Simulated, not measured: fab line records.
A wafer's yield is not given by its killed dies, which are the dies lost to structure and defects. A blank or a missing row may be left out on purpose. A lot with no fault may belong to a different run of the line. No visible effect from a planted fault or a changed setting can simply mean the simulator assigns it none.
fab line records	flow n5_finfet
record: lots: 4	wafers: 12	last_day: 19
route steps=1938 shown BEOL_M4@1099 BEOL_M5@1112 BEOL_M11@1593 PASSIVATION@1936
lots untouched by any fault: they come from a run of this same line in which no faults occurred
start_h: hours from the record's first day to the start of the lot's first wafer shown	wait_h: hours elapsed since this lot's preceding step	" the same as in the row above	L1.1+2: one row covering several wafers at once	- no value, or no start given	* or withheld: withheld	< > ~ a bound
route shown NAME@n: NAME is a module with steps in the file, n the number in the route of the first one	usual: average and standard deviation across the fault-free wafers	same: alike in all rows	chamber/n: place in a boat	sites: each site's reading	_std_site: standard deviation across them	_edge_site: the outer-site mean with the inner-site mean subtracted	radius_mm: how far each site lies from the wafer's centre	mask NAME#n: copy n	behind: the last tool/chamber to shape the wafer	hold: why the lot went on hold/how many hours it stayed there/how the hold came to an end	device: which transistor (n, p or np) failed to switch	end of line: tests run on the same wafers once the route is complete	step lacking rows: just its recipe	killed: dies lost to structure and defects at the first sort, not the wafer's yield	map: per-die view of a wafer (x killed, . not killed, _ where there is no die)
set.NAME: the setting that was run; set.NAME@STEP: the one run at that earlier step	model.NAME: the simulator's own value behind a step, which no gauge read
lots at some steps of the route; a table a step, a row a wafer
services: from which hour (start_h, from the record's first day; less than 0 if before it) a tool's chamber was out of use, for how many hours, and why
== steps ==
step: N5_BEOL_M4_ANNEAL_95
recipe: temp_c: 400	time_s: 240	ambient: vacuum
step: N5_BEOL_M4_SPUTTER_96
recipe: material: Cu	target_thk_a: 45	temp_c: -20	chamber_pressure_pa: 0.07	power_w: withheld	time_s: 8.29
step: N5_BEOL_M4_ECD_50
recipe: material: Cu	target_thk_a: 3000
step: N5_BEOL_M4_ANNEAL_51
recipe: temp_c: 225	time_s: 90	ambient: N2
step: N5_BEOL_M4_CMP_52
recipe: stop_on: SiOC	t_overpolish_s: 6.8	down_force_psi: 1	platen_rpm: 50	clearing_platen_down_force_psi: 1.5	clearing_platen_rpm: 50	post_cmp_clean: cu_alkaline	target_thk_nm: 40	clearing_platen_pad_velocity_m_s: 0.99484	pad_velocity_m_s: 0.99484
step: N5_BEOL_M4_PRE_CLEAN_60
recipe: gas: NH3/H2	time_s: 15	temp_c: *	rf_power_w: 300
step: N5_BEOL_M4_CO_CAP_55
recipe: material: Co	target_thk_a: 20	temp_c: 200	precursor: CCTBA/H2	pressure_torr: 30	time_s: 102.1
step: N5_BEOL_M4_PRE_CLEAN_56
recipe: gas: NH3	time_s: 15	temp_c: withheld	rf_power_w: 300
step: N5_BEOL_M4_DEP_57
recipe: material: SiCN	target_thk_a: 80	temp_c: withheld	precursor: 3MS/NH3	pressure_torr: 3	rf_w: 202	time_s: 14
step: N5_BEOL_M4_RC_MEAS_101
usual: DIBL_N: 36.3/1.7	DIBL_P: 36.5/2.1	IOFF_N: 0.16/0.03	IOFF_P: 0.22/0.035	ION_N: 675/11	ION_P: 465/7.1	SS_N: 71.5/0.62	SS_P: 73.3/0.64	VT_N: 250/3.1	VT_P: -249.1/3
lot.wafer	tool	chamber	start_h	wait_h	DIBL_N[mV/V]	DIBL_P[mV/V]	IOFF_N[nA/um]	IOFF_P[nA/um]	ION_N[uA/um]	ION_P[uA/um]	SS_N[mV/dec]	SS_P[mV/dec]	VT_N[mV]	VT_P[mV]
L758.1	prober-01	0	195.23	0.0	37.6	38.8	0.19	0.23	697	468	72.1	74.1	246	-250.9
L758.5	"	0	"	"	38.3	38.9	0.20	0.24	694	470	71.4	74.3	246	-249.7
L758.6	"	0	"	"	35.1	35.7	0.16	0.19	688	470	71.7	73.1	248	-254.5
L772.1	prober-02	0	303.34	0.0	37.4	38.4	0.19	0.22	678	456	72.4	73.4	247	-251.5
L772.2	"	0	"	"	35.2	35.1	0.13	0.17	661	455	71.6	73.1	252	-253.8
L772.5	"	0	"	"	38.4	39.3	0.20	0.24	668	455	71.8	73.9	248	-248.0
L768.1	prober-02	0	307.25	0.0	38.4	38.1	0.20	0.27	694	471	71.7	74.1	244	-243.2
L768.2	"	0	"	"	35.2	34.2	0.13	0.18	667	460	70.3	72.6	250	-249.3
L768.5	"	0	"	"	37.1	35.5	0.15	0.20	671	461	71.2	73.0	251	-250.8
L776.1	prober-02	0	332.04	0.0	35.3	37.3	0.16	0.22	697	477	71.7	73.4	247	-247.2
L776.2	"	0	"	"	37.0	38.8	0.19	0.24	684	466	71.6	73.7	247	-247.8
L776.3	"	0	"	"	36.2	38.5	0.17	0.26	688	474	71.9	74.0	247	-246.5
step: N5_BEOL_M5_ILD_DEP_00
recipe: material: SiCOH_lowk	target_thk_a: 1406.4	temp_c: 300	precursor: DEMS/porogen	pressure_torr: 5	rf_w: 500	time_s: 25.9
step: N5_BEOL_M5_CURE_79
recipe: temp_c: 385	time_s: 240	ambient: He/Ar	material: SiCOH_lowk
step: N5_BEOL_M5_PECVD_70
recipe: material: SiO2	target_thk_a: 160	temp_c: 400	precursor: TEOS/O2	pressure_torr: 5.5	rf_w: 450	teos_flow_sccm: 53.8	gas: O2	flow_sccm: 3000	time_s: 18
step: N5_BEOL_M5_HM_DEP_02
recipe: material: TiN	target_thk_a: 200	temp_c: 25	chamber_pressure_pa: 0.49996
step: N5_BEOL_M5_COAT_59
recipe: resist: SOC	temp_c: 250	time_s: 60	spin_rpm: 1500	resist_thk_nm: 60
step: N5_BEOL_M5_COAT_60
recipe: resist: SiARC	temp_c: 220	time_s: 60	spin_rpm: 1500	resist_thk_nm: 12
step: N5_BEOL_M5_COAT_71
recipe: resist: underlayer	temp_c: 205	time_s: 60	spin_rpm: 1500	resist_thk_nm: 5
step: N5_BEOL_M5_COAT_05
recipe: resist: CAR-EUV	spin_rpm: 1500	resist_thk_nm: 30
step: N5_BEOL_M5_EBR_07
recipe: solvent: PGMEA	ebr_width_mm: 1.5
step: N5_BEOL_M5_SOFTBAKE_06
recipe: temp_c: 110	time_s: 60	resist: CAR-EUV
step: N5_BEOL_M5_EXPOSE_08
recipe: mask_id: M5	na: 0.33	source_shape: annular	sigma_inner: 0.4	sigma_outer: 0.8	polarization: unpolarized	target_cd_nm: 28	dose_mj: 35.75
step: N5_BEOL_M5_PEB_09
recipe: peb_temp_c: 100	peb_time_s: 60	resist: CAR-EUV
step: N5_BEOL_M5_DEVELOP_10
recipe: develop_time_s: 30	developer: TMAH	resist: CAR-EUV	rinse_liquid: surfactant_rinse	dry: air_spin	dev_temp_c: 23
step: N5_BEOL_M5_DESCUM_16
recipe: chemistry: O2	time_s: 7	source_power_w: 50	bias_power_w: 20	pressure_mtorr: 20	rf_frequency_hz: 2.712e+07	temp_c: 40	resist: CAR-EUV	o2_flow_sccm: 225
step: N5_BEOL_M5_ETCH_72
recipe: chemistry: N2/H2	target: underlayer	target_depth_a: 65	mask_material: CAR-EUV	time_s: 5.2	ion_energy_ev: 200	pressure_mtorr: 30	source_w: 840	bias_w: 150	n2_flow_sccm: 200	h2_flow_sccm: 200	ends: cleared
step: N5_BEOL_M5_ETCH_61
recipe: chemistry: CF4	target: SiARC	target_depth_a: 156	mask_material: CAR-EUV	time_s: 26	ion_energy_ev: 80	pressure_mtorr: 40	source_w: 545	bias_w: 36	Ar_flow_sccm: 100	cf4_flow_sccm: 100	ends: cleared
step: N5_BEOL_M5_ETCH_62
recipe: chemistry: N2/H2	target: SOC	target_depth_a: 750	overetch_a: 150	mask_material: SiARC	temp_c: 40	time_s: 112.5	ion_energy_ev: 200	pressure_mtorr: 30	source_w: 840	bias_w: 150	n2_flow_sccm: 200	h2_flow_sccm: 200
step: N5_BEOL_M5_STRIP_63
recipe: chemistry: N2/H2	temp_c: 40	n2_flow_sccm: 200	h2_flow_sccm: 200	rf_frequency_hz: 6e+07
step: N5_BEOL_M5_STRIP_73
recipe: chemistry: N2/H2	temp_c: 40	n2_flow_sccm: 200	h2_flow_sccm: 200	rf_frequency_hz: 6e+07
step: N5_BEOL_M5_STRIP_64
recipe: chemistry: CF4	resist: SiARC	power_w: 300	bias_power_w: 75	pressure_mtorr: 50	cf4_flow_sccm: 150	rf_frequency_hz: 6e+07
step: N5_BEOL_M5_HM_OPEN_17
recipe: chemistry: Cl2/BCl3	target_depth_a: 200	overetch_a: 60	target: TiN	mask_material: SOC	ion_energy_ev: 150	pressure_mtorr: 10	icp_w: 1000	bias_w: 126	Cl2_flow_sccm: 53.25	bcl3_flow_sccm: 21.75	Ar_flow_sccm: 25
step: N5_BEOL_M5_STRIP_19
recipe: chemistry: O2	power_w: 400	temp_c: 40	pressure_mtorr: 30	rf_frequency_hz: 6e+07	bias_power_w: 0	overash_fraction: 0.2	o2_flow_sccm: 225
step: N5_BEOL_M5_COAT_65
recipe: resist: SOC	temp_c: 250	time_s: 60	spin_rpm: 1500	resist_thk_nm: 60
step: N5_BEOL_M5_COAT_66
recipe: resist: SiARC	temp_c: 220	time_s: 60	spin_rpm: 1500	resist_thk_nm: 12
step: N5_BEOL_M11_SPUTTER_48
recipe: material: Cu	target_thk_a: 120	temp_c: -20	bias_v: 60	power_w: 26000	chamber_pressure_pa: 0.13	time_s: 2
usual: bias_v: 59.9/0.63	cathode_dc_power_W: 26000/4.9	susceptor_temp_C: -19.99/0.098	throttle_valve_pct: 30.1/1.2	time_s: 2/0
lot.wafer	tool	chamber	start_h	wait_h	bias_v	cathode_dc_power_W	susceptor_temp_C	throttle_valve_pct	time_s
L758.1	pvd_sputter-01	-	245.73	0.1	58.6	25999	-20.09	31.2	2
L758.5	"	-	"	"	59.5	26003	-19.94	28.2	2
L758.6	"	-	"	"	59.6	26000	-19.93	30.6	2
L768.1	pvd_sputter-03	-	376.32	0.1	-	-	-	-	-
L768.2	"	-	"	"	-	-	-	-	-
L768.5	"	-	"	"	-	-	-	-	-
L772.1	pvd_sputter-01	-	376.70	0.1	-	-	-	-	-
L772.2	"	-	"	"	-	-	-	-	-
L772.5	"	-	"	"	-	-	-	-	-
L776.1	pvd_sputter-01	-	398.86	1.5	60.0	26004	-20.00	28.1	2
L776.2	"	-	"	"	60.1	26001	-19.96	31.2	2
L776.3	"	-	"	"	60.7	25998	-19.82	30.5	2
step: N5_BEOL_M11_CMP_52
recipe: stop_on: SiCOH_lowk	t_overpolish_s: 7	down_force_psi: 1	platen_rpm: 50	clearing_platen_down_force_psi: 1.5	clearing_platen_rpm: 50	post_cmp_clean: cu_alkaline	target_thk_nm: 140	clearing_platen_pad_velocity_m_s: 0.99484	pad_velocity_m_s: 0.99484
usual: motor_current_A: 5.9/0.5	pad_life_wafers: 1126/520	platen_rpm: 50.01/0.035	time_to_endpoint_s: 67/3.1
lot.wafer	tool	chamber	start_h	wait_h	motor_current_A	pad_life_wafers	platen_rpm	time_to_endpoint_s
L758.1	cmp-01	3	246.39	0.4	6.2	1011	49.99	67
L758.5	"	0	"	"	4.9	-	49.98	68
L758.6	"	1	"	"	6.3	-	50.01	67
L768.1	cmp-02	0	376.94	0.3	5.9	1214	50.01	3
L768.2	"	1	"	"	6.4	1215	49.98	4
L768.5	"	2	"	"	5.9	-	50.05	4
L772.1	cmp-02	1	377.62	0.3	6.3	1220	49.99	0
L772.2	"	2	"	"	5.7	1221	50.01	2
L772.5	"	0	"	"	5.6	-	50.05	1
L776.3	cmp-01	2	399.54	0.2	5.8	78	49.95	71
L776.2	"	0	"	"	4.8	80	50.01	69
L776.1	"	1	"	"	6.4	81	50.04	67
step: N5_PASSIVATION_PROBE_49
usual: defect_limited_yield: 91.2/1.4	killed_at_M0_to_M3: 36/10	killed_at_M4_up: 13/5.1	killed_at_contacts: 12/5.4	killed_at_front_end: 39/11	killed_at_other: 3.5/2.4	killed_dies: 104/17	killed_on_rim: 14/3.8	killed_open: 67/13	killed_short: 36/8.3	sort_bin_5_function: 5.2/0.98	sort_bin_6_memory: 3.3/0.68	sort_n_pass: 1076/17	sort_yield_pct: 91.2/1.4
same: gross_dies: 1180	killed_at_back_side: 0	sort_bin_4_leakage[%]: 0	sort_bin_8_speed[%]: 0
lot.wafer	tool	chamber	start_h	wait_h	defect_limited_yield[%]	killed_at_M0_to_M3	killed_at_M4_up	killed_at_contacts	killed_at_front_end	killed_at_other	killed_dies	killed_on_rim	killed_open	killed_short	sort_bin_5_function[%]	sort_bin_6_memory[%]	sort_n_pass	sort_yield_pct[%]
L768.1	prober-02	-	428.40	0.0	0	36	1096	13	31	4	1180	152	57	38	96.6	2.8	0	0
L768.2	prober-02	-	428.45	0.1	0	34	1112	16	15	3	1180	152	46	29	97.5	2.2	0	0
L768.5	prober-02	-	428.60	0.2	0	25	1106	15	28	6	1180	152	52	43	96.0	3.6	0	0
L772.1	prober-01	-	435.04	0.0	0	33	1075	20	48	4	1180	152	78	34	96.9	3.1	0	0
L772.2	prober-01	-	435.09	0.1	0	27	1080	17	54	2	1180	152	70	38	96.6	3.0	0	0
L772.5	prober-01	-	435.24	0.2	0	19	1108	15	35	3	1180	152	57	29	97.2	2.4	0	0
killed by level:class
L768.1 BEOL_M11:area_sputter=559 BEOL_M11:area_ecd=524 BEOL_M0_SAQP:geometric_particle:short=20 BEOL_M0_SAQP:geometric_particle:open=12 MOL_CONTACT_COAG:geometric_particle:open=10 FIN_SAQP:geometric_particle:open=5 STI_FIN_REVEAL:geometric_particle:open=5 DUMMY_GATE:geometric_particle:open=4
L768.2 BEOL_M11:area_sputter=564 BEOL_M11:area_ecd=541 MOL_CONTACT_COAG:geometric_particle:open=12 BEOL_M0_SAQP:geometric_particle:short=10 BEOL_M0_SAQP:geometric_particle:open=10 DUMMY_GATE:geometric_particle:open=4 GATE_CUT:geometric_particle:short=4 MOL_CONTACT_COAG:geometric_particle:short=4
L768.5 BEOL_M11:area_ecd=562 BEOL_M11:area_sputter=520 BEOL_M0_SAQP:geometric_particle:short=13 BEOL_M4:geometric_particle:open=11 FIN_SAQP:geometric_particle:open=8 MOL_CONTACT_COAG:geometric_particle:short=7 STI_FIN_REVEAL:geometric_particle:open=6 MOL_CONTACT_COAG:geometric_particle:open=5
L772.1 BEOL_M11:area_sputter=538 BEOL_M11:area_ecd=529 FIN_SAQP:geometric_particle:open=16 MOL_CONTACT_COAG:geometric_particle:open=16 BEOL_M1:geometric_particle:open=12 FIN_SAQP:geometric_particle:short=10 STI_FIN_REVEAL:geometric_particle:open=8 BEOL_M0_SAQP:geometric_particle:short=8
L772.2 BEOL_M11:area_ecd=547 BEOL_M11:area_sputter=525 STI_FIN_REVEAL:geometric_particle:open=15 MOL_CONTACT_COAG:geometric_particle:open=14 FIN_SAQP:geometric_particle:short=11 BEOL_M0_SAQP:geometric_particle:short=8 FIN_SAQP:geometric_particle:open=7 DUMMY_GATE:geometric_particle:open=6
L772.5 BEOL_M11:area_sputter=569 BEOL_M11:area_ecd=524 MOL_CONTACT_COAG:geometric_particle:open=13 FIN_SAQP:geometric_particle:open=9 FIN_SAQP:geometric_particle:short=7 BEOL_M0_SAQP:geometric_particle:short=6 BEOL_M4:geometric_particle:open=6 DUMMY_GATE:geometric_particle:open=4
map L768.1 (x killed, . not)
_________________xxxxxxxxxxxx________________
______________xxxxxxxxxxxxxxxxxx_____________
___________xxxxxxxxxxxxxxxxxxxxxxxx__________
__________xxxxxxxxxxxxxxxxxxxxxxxxxx_________
________xxxxxxxxxxxxxxxxxxxxxxxxxxxxxx_______
_______xxxxxxxxxxxxxxxxxxxxxxxxxxxxxxxx______
______xxxxxxxxxxxxxxxxxxxxxxxxxxxxxxxxxx_____
_____xxxxxxxxxxxxxxxxxxxxxxxxxxxxxxxxxxxx____
____xxxxxxxxxxxxxxxxxxxxxxxxxxxxxxxxxxxxxx___
___xxxxxxxxxxxxxxxxxxxxxxxxxxxxxxxxxxxxxxxx__
___xxxxxxxxxxxxxxxxxxxxxxxxxxxxxxxxxxxxxxxx__
__xxxxxxxxxxxxxxxxxxxxxxxxxxxxxxxxxxxxxxxxxx_
__xxxxxxxxxxxxxxxxxxxxxxxxxxxxxxxxxxxxxxxxxx_
_xxxxxxxxxxxxxxxxxxxxxxxxxxxxxxxxxxxxxxxxxxxx
_xxxxxxxxxxxxxxxxxxxxxxxxxxxxxxxxxxxxxxxxxxxx
_xxxxxxxxxxxxxxxxxxxxxxxxxxxxxxxxxxxxxxxxxxxx
_xxxxxxxxxxxxxxxxxxxxxxxxxxxxxxxxxxxxxxxxxxxx
_xxxxxxxxxxxxxxxxxxxxxxxxxxxxxxxxxxxxxxxxxxxx
_xxxxxxxxxxxxxxxxxxxxxxxxxxxxxxxxxxxxxxxxxxxx
_xxxxxxxxxxxxxxxxxxxxxxxxxxxxxxxxxxxxxxxxxxxx
_xxxxxxxxxxxxxxxxxxxxxxxxxxxxxxxxxxxxxxxxxxxx
__xxxxxxxxxxxxxxxxxxxxxxxxxxxxxxxxxxxxxxxxxx_
__xxxxxxxxxxxxxxxxxxxxxxxxxxxxxxxxxxxxxxxxxx_
___xxxxxxxxxxxxxxxxxxxxxxxxxxxxxxxxxxxxxxxx__
___xxxxxxxxxxxxxxxxxxxxxxxxxxxxxxxxxxxxxxxx__
____xxxxxxxxxxxxxxxxxxxxxxxxxxxxxxxxxxxxxx___
_____xxxxxxxxxxxxxxxxxxxxxxxxxxxxxxxxxxxx____
______xxxxxxxxxxxxxxxxxxxxxxxxxxxxxxxxxx_____
_______xxxxxxxxxxxxxxxxxxxxxxxxxxxxxxxx______
________xxxxxxxxxxxxxxxxxxxxxxxxxxxxxx_______
__________xxxxxxxxxxxxxxxxxxxxxxxxxx_________
___________xxxxxxxxxxxxxxxxxxxxxxxx__________
______________xxxxxxxxxxxxxxxxxx_____________
_________________xxxxxxxxxxxx________________
map L772.1 (x killed, . not)
_________________xxxxxxxxxxxx________________
______________xxxxxxxxxxxxxxxxxx_____________
___________xxxxxxxxxxxxxxxxxxxxxxxx__________
__________xxxxxxxxxxxxxxxxxxxxxxxxxx_________
________xxxxxxxxxxxxxxxxxxxxxxxxxxxxxx_______
_______xxxxxxxxxxxxxxxxxxxxxxxxxxxxxxxx______
______xxxxxxxxxxxxxxxxxxxxxxxxxxxxxxxxxx_____
_____xxxxxxxxxxxxxxxxxxxxxxxxxxxxxxxxxxxx____
____xxxxxxxxxxxxxxxxxxxxxxxxxxxxxxxxxxxxxx___
___xxxxxxxxxxxxxxxxxxxxxxxxxxxxxxxxxxxxxxxx__
___xxxxxxxxxxxxxxxxxxxxxxxxxxxxxxxxxxxxxxxx__
__xxxxxxxxxxxxxxxxxxxxxxxxxxxxxxxxxxxxxxxxxx_
__xxxxxxxxxxxxxxxxxxxxxxxxxxxxxxxxxxxxxxxxxx_
_xxxxxxxxxxxxxxxxxxxxxxxxxxxxxxxxxxxxxxxxxxxx
_xxxxxxxxxxxxxxxxxxxxxxxxxxxxxxxxxxxxxxxxxxxx
_xxxxxxxxxxxxxxxxxxxxxxxxxxxxxxxxxxxxxxxxxxxx
_xxxxxxxxxxxxxxxxxxxxxxxxxxxxxxxxxxxxxxxxxxxx
_xxxxxxxxxxxxxxxxxxxxxxxxxxxxxxxxxxxxxxxxxxxx
_xxxxxxxxxxxxxxxxxxxxxxxxxxxxxxxxxxxxxxxxxxxx
_xxxxxxxxxxxxxxxxxxxxxxxxxxxxxxxxxxxxxxxxxxxx
_xxxxxxxxxxxxxxxxxxxxxxxxxxxxxxxxxxxxxxxxxxxx
__xxxxxxxxxxxxxxxxxxxxxxxxxxxxxxxxxxxxxxxxxx_
__xxxxxxxxxxxxxxxxxxxxxxxxxxxxxxxxxxxxxxxxxx_
___xxxxxxxxxxxxxxxxxxxxxxxxxxxxxxxxxxxxxxxx__
___xxxxxxxxxxxxxxxxxxxxxxxxxxxxxxxxxxxxxxxx__
____xxxxxxxxxxxxxxxxxxxxxxxxxxxxxxxxxxxxxx___
_____xxxxxxxxxxxxxxxxxxxxxxxxxxxxxxxxxxxx____
______xxxxxxxxxxxxxxxxxxxxxxxxxxxxxxxxxx_____
_______xxxxxxxxxxxxxxxxxxxxxxxxxxxxxxxx______
________xxxxxxxxxxxxxxxxxxxxxxxxxxxxxx_______
__________xxxxxxxxxxxxxxxxxxxxxxxxxx_________
___________xxxxxxxxxxxxxxxxxxxxxxxx__________
______________xxxxxxxxxxxxxxxxxx_____________
_________________xxxxxxxxxxxx________________
== services ==
tool	chamber	start_h	hours	kind
cmp-02	-	227.92	8.2	pm
cmp-02	-	254.58	1.5	repair
cmp-01	-	281.55	2.3	repair
pvd_sputter-01	-	303.96	11.5	repair
cmp-01	-	336.82	3.7	repair
cmp-01	-	363.47	0.5	repair
cmp-01	-	387.28	4.0	pm
cmp-01	-	391.28	-	consumable_replace:conditioner
cmp-01	-	391.28	-	consumable_replace:pad
== key ==
first_sign: step: N5_BEOL_M11_SPUTTER_48	reading: tool_record	direction: missing
effect: step: N5_BEOL_M11_CMP_52	reading: time_to_endpoint_s	direction: down	sigmas: 21	usual: *	struck: *
effect: step: N5_PASSIVATION_PROBE_49	reading: killed_at_M4_up	direction: up	sigmas: 99+	usual: 13	struck: 1096
more_kills_born_at: N5_BEOL_M11_ECD_50@ecd_cu-01: 3227	N5_BEOL_M11_SPUTTER_48@pvd_sputter-03: 1643	N5_BEOL_M11_SPUTTER_48@pvd_sputter-01: 1632
met_at N5_BEOL_M11_SPUTTER_48
struck_wafers L768.1,L768.2,L768.5,L772.1,L772.2,L772.5
later_rows_left_out L768.1,L768.2,L768.5,L772.1,L772.2,L772.5
onset_between 245.73 376.32
fault: kind: skipped_step_whole	tool: pvd_sputter-01,pvd_sputter-03	chamber: -	onset_h: 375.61	steps: N5_BEOL_M11_SPUTTER_48	scope: struck_lots_only
later_rows_left_out: the simulator's readings of these wafers behind a module that went badly wrong aren't trusted and aren't shown, but for the sort
